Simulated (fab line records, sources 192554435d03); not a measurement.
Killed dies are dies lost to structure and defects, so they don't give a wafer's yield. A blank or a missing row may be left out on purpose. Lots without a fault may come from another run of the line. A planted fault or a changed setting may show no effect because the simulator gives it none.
Split-lot experiment | flow n5_finfet | 7 lots, 21 wafers read, on a route of 1938 steps

THE SPLIT
At N5_HKMG_FIN_COAT_43 (resist thk 90 nm), the setting spin_rpm was moved away from the recipe's 1500 rpm on 7 of the 21 wafers read, by -7.1% to +7.0%. The other wafers ran this setting at the recipe's value.

FROM THE SPLIT TO THE READING: what the file shows between them, 2 steps
- N5_HKMG_FIN_EBR_45
- N5_HKMG_FIN_SOFTBAKE_44: time 60 s

THE READING
CAR-ArF_of_HKMG_FIN_COAT_43.thk_nm (the simulator's own value, which no gauge read), in nm, at N5_HKMG_FIN_DESCUM_53 (chemistry O2, time 7.9 s). The file gives no usual value for it. The 14 wafers here that ran the recipe average 83.4 nm, standard deviation 0.28 nm.

wafer  | tool, chamber at the split | spin_rpm as run, rpm | against the recipe | CAR-ArF_of_HKMG_FIN_COAT_43.thk_nm, nm | against lot-mates on the recipe
L076.1 | litho_track-02, 0          | 1394                 | -7.1%              | 86.8                                   | +3.4
L076.2 | litho_track-02, 0          | 1500                 | recipe             | 83.4                                   | -
L076.6 | litho_track-02, 0          | 1394                 | -7.1%              | 86.4                                   | +3.0
L077.2 | litho_track-04, 0          | 1500                 | recipe             | 83.6                                   | -
L077.4 | litho_track-04, 0          | 1500                 | recipe             | 83.8                                   | -
L077.5 | litho_track-04, 0          | 1500                 | recipe             | 83.8                                   | -
L081.4 | litho_track-02, 0          | 1500                 | recipe             | 83.2                                   | -
L081.5 | litho_track-02, 0          | 1573                 | +4.9%              | 81.4                                   | -1.8
L081.6 | litho_track-02, 0          | 1573                 | +4.9%              | 81.6                                   | -1.6
L080.2 | litho_track-02, 0          | 1500                 | recipe             | 83.2                                   | -
L080.5 | litho_track-02, 0          | 1500                 | recipe             | 82.8                                   | -
L080.6 | litho_track-02, 0          | 1605                 | +7.0%              | 80.2                                   | -2.8
L084.1 | litho_track-05, 0          | 1500                 | recipe             | 83.6                                   | -
L084.4 | litho_track-05, 0          | 1500                 | recipe             | 83.2                                   | -
L084.5 | litho_track-05, 0          | 1500                 | recipe             | 83.4                                   | -
L085.2 | litho_track-04, 0          | 1454                 | -3.1%              | 84.8                                   | +1.0
L085.3 | litho_track-04, 0          | 1500                 | recipe             | 83.8                                   | -
L085.5 | litho_track-04, 0          | 1454                 | -3.1%              | 85.2                                   | +1.4
L095.1 | litho_track-04, 0          | 1500                 | recipe             | 83.4                                   | -
L095.5 | litho_track-04, 0          | 1500                 | recipe             | 83.4                                   | -
L095.2 | litho_track-04, 0          | 1500                 | recipe             | 83.2                                   | -

THE FIT
A straight line over all 21 wafers: CAR-ArF_of_HKMG_FIN_COAT_43.thk_nm changes by -0.445 nm for each +1% of spin_rpm; r = -0.98; the points scatter about the line by 0.28 nm.
The same after taking each lot's own level away (the mean of its wafers on the recipe; 21 wafers): -0.412 nm for each +1%; r = -0.99; scatter 0.19 nm.
On that fit, the largest move of spin_rpm shifts the reading by 2.9 nm.
The lots' own levels span 83.00 to 83.80 nm, that is 2.9 times the standard deviation above.
So the lot-to-lot level changes the slope little: the two slopes agree.
Check: with one of the wafers moved furthest among these (-7.1%) left out of the fit, the line predicts +2.8 nm for it against its lot-mates. It came out at +3.4 nm against them.

THE WHOLE CHAIN: every reading that the file lists as answering this split, in the file's order
step                  | what it does             | reading                                                                             | change (the file's fit)              | r (the file's)
N5_HKMG_FIN_COAT_43   | resist thk 90 nm         | CAR-ArF_of_HKMG_FIN_COAT_43.thk_nm (the simulator's own value, which no gauge read) | -0.43 nm for each +1% of the setting | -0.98
N5_HKMG_FIN_DESCUM_53 | chemistry O2, time 7.9 s | CAR-ArF_of_HKMG_FIN_COAT_43.thk_nm (the simulator's own value, which no gauge read) | -0.41 nm for each +1% of the setting | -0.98

THE FILE'S OWN FIT
CAR-ArF_of_HKMG_FIN_COAT_43.thk_nm changes by -0.41 nm for each +1% of spin_rpm, r = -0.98.
